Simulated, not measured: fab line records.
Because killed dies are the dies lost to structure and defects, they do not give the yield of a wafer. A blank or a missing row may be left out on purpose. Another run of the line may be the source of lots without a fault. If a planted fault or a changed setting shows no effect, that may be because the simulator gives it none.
Matching of chambers / flow nand_harc / 4 sister chambers for NHARC_P_ZERO_WELL_DESCUM_13 on rie_diel-12
The step chemistry O2, time 3 s. 18 wafers are shown with their chamber, then 9 later ones without.

WAFERS PAIRED WITH THEIR CHAMBERS
wafer=L075.2; chamber=3; showerhead_plenum_p_Torr (Torr)=1.81; drypump_motor_current_A (A)=5.8; oes_product_au (a.u.)=1.015
wafer=L075.5; chamber=0; showerhead_plenum_p_Torr (Torr)=1.79; drypump_motor_current_A (A)=5.9; oes_product_au (a.u.)=0.993
wafer=L075.6; chamber=3; showerhead_plenum_p_Torr (Torr)=1.80; drypump_motor_current_A (A)=5.9; oes_product_au (a.u.)=1.010
wafer=L078.1; chamber=1; showerhead_plenum_p_Torr (Torr)=2.02; drypump_motor_current_A (A)=5.7; oes_product_au (a.u.)=1.005
wafer=L078.3; chamber=3; showerhead_plenum_p_Torr (Torr)=1.80; drypump_motor_current_A (A)=5.8; oes_product_au (a.u.)=1.016
wafer=L078.5; chamber=0; showerhead_plenum_p_Torr (Torr)=1.79; drypump_motor_current_A (A)=5.9; oes_product_au (a.u.)=0.981
wafer=L083.2; chamber=3; showerhead_plenum_p_Torr (Torr)=1.80; drypump_motor_current_A (A)=5.8; oes_product_au (a.u.)=1.004
wafer=L083.4; chamber=2; showerhead_plenum_p_Torr (Torr)=1.86; drypump_motor_current_A (A)=6.2; oes_product_au (a.u.)=1.003
wafer=L083.6; chamber=1; showerhead_plenum_p_Torr (Torr)=2.02; drypump_motor_current_A (A)=5.8; oes_product_au (a.u.)=1.014
wafer=L084.2; chamber=1; showerhead_plenum_p_Torr (Torr)=2.02; drypump_motor_current_A (A)=5.8; oes_product_au (a.u.)=0.999
wafer=L084.3; chamber=2; showerhead_plenum_p_Torr (Torr)=1.86; drypump_motor_current_A (A)=6.2; oes_product_au (a.u.)=0.999
wafer=L084.5; chamber=3; showerhead_plenum_p_Torr (Torr)=1.80; drypump_motor_current_A (A)=5.8; oes_product_au (a.u.)=1.008
wafer=L085.1; chamber=3; showerhead_plenum_p_Torr (Torr)=1.80; drypump_motor_current_A (A)=5.8; oes_product_au (a.u.)=1.006
wafer=L085.2; chamber=2; showerhead_plenum_p_Torr (Torr)=1.86; drypump_motor_current_A (A)=6.2; oes_product_au (a.u.)=1.004
wafer=L085.3; chamber=0; showerhead_plenum_p_Torr (Torr)=1.78; drypump_motor_current_A (A)=5.9; oes_product_au (a.u.)=0.983
wafer=L086.3; chamber=1; showerhead_plenum_p_Torr (Torr)=2.01; drypump_motor_current_A (A)=5.8; oes_product_au (a.u.)=1.002
wafer=L086.5; chamber=2; showerhead_plenum_p_Torr (Torr)=1.86; drypump_motor_current_A (A)=6.2; oes_product_au (a.u.)=0.997
wafer=L086.6; chamber=3; showerhead_plenum_p_Torr (Torr)=1.79; drypump_motor_current_A (A)=5.8; oes_product_au (a.u.)=1.004

SIGNATURES, as means of the wafers listed above
reading=showerhead_plenum_p_Torr; chamber 0=1.7867; chamber 1=2.0175; chamber 2=1.8600; chamber 3=1.8000; scatter within a chamber=0.00494
reading=drypump_motor_current_A; chamber 0=5.900; chamber 1=5.775; chamber 2=6.200; chamber 3=5.814; scatter within a chamber=0.0339
reading=oes_product_au; chamber 0=0.98567; chamber 1=1.00500; chamber 2=1.00075; chamber 3=1.00900; scatter within a chamber=0.00526
Rule: distance of a wafer from a chamber = root of the sum over the readings of ((wafer's reading minus chamber's mean) / reading's scatter) squared. The wafer belongs to the nearest chamber; if the next one is less than 2 further off, it can't be placed. The scatter: take each reading less its chamber's mean, square it, sum over the shown wafers, divide by the number of wafers less the number of chambers, and take the root.

WAFERS WHOSE CHAMBER IS MISSING
wafer=L092.1; showerhead_plenum_p_Torr (Torr)=1.79; drypump_motor_current_A (A)=5.8; oes_product_au (a.u.)=1.010
wafer=L092.2; showerhead_plenum_p_Torr (Torr)=1.77; drypump_motor_current_A (A)=5.9; oes_product_au (a.u.)=0.996
wafer=L092.3; showerhead_plenum_p_Torr (Torr)=1.86; drypump_motor_current_A (A)=6.2; oes_product_au (a.u.)=0.995
wafer=L096.1; showerhead_plenum_p_Torr (Torr)=2.00; drypump_motor_current_A (A)=5.8; oes_product_au (a.u.)=0.991
wafer=L096.2; showerhead_plenum_p_Torr (Torr)=1.78; drypump_motor_current_A (A)=5.8; oes_product_au (a.u.)=1.015
wafer=L096.6; showerhead_plenum_p_Torr (Torr)=2.00; drypump_motor_current_A (A)=5.8; oes_product_au (a.u.)=1.003
wafer=L097.2; showerhead_plenum_p_Torr (Torr)=2.00; drypump_motor_current_A (A)=5.8; oes_product_au (a.u.)=1.001
wafer=L097.3; showerhead_plenum_p_Torr (Torr)=1.78; drypump_motor_current_A (A)=5.8; oes_product_au (a.u.)=1.014
wafer=L097.6; showerhead_plenum_p_Torr (Torr)=1.85; drypump_motor_current_A (A)=6.2; oes_product_au (a.u.)=1.016

THE CHAMBER EACH PASSED THROUGH
wafer=L092.1; from the rows above=3; in truth=3
wafer=L092.2; from the rows above=0; in truth=0
wafer=L092.3; from the rows above=2; in truth=2
wafer=L096.1; from the rows above=1; in truth=1
wafer=L096.2; from the rows above=3; in truth=3
wafer=L096.6; from the rows above=1; in truth=1
wafer=L097.2; from the rows above=1; in truth=1
wafer=L097.3; from the rows above=3; in truth=3
wafer=L097.6; from the rows above=2; in truth=2
Placed correctly: 9 of 9. Left unplaced by these rows: 0. Placed wrongly: 0.
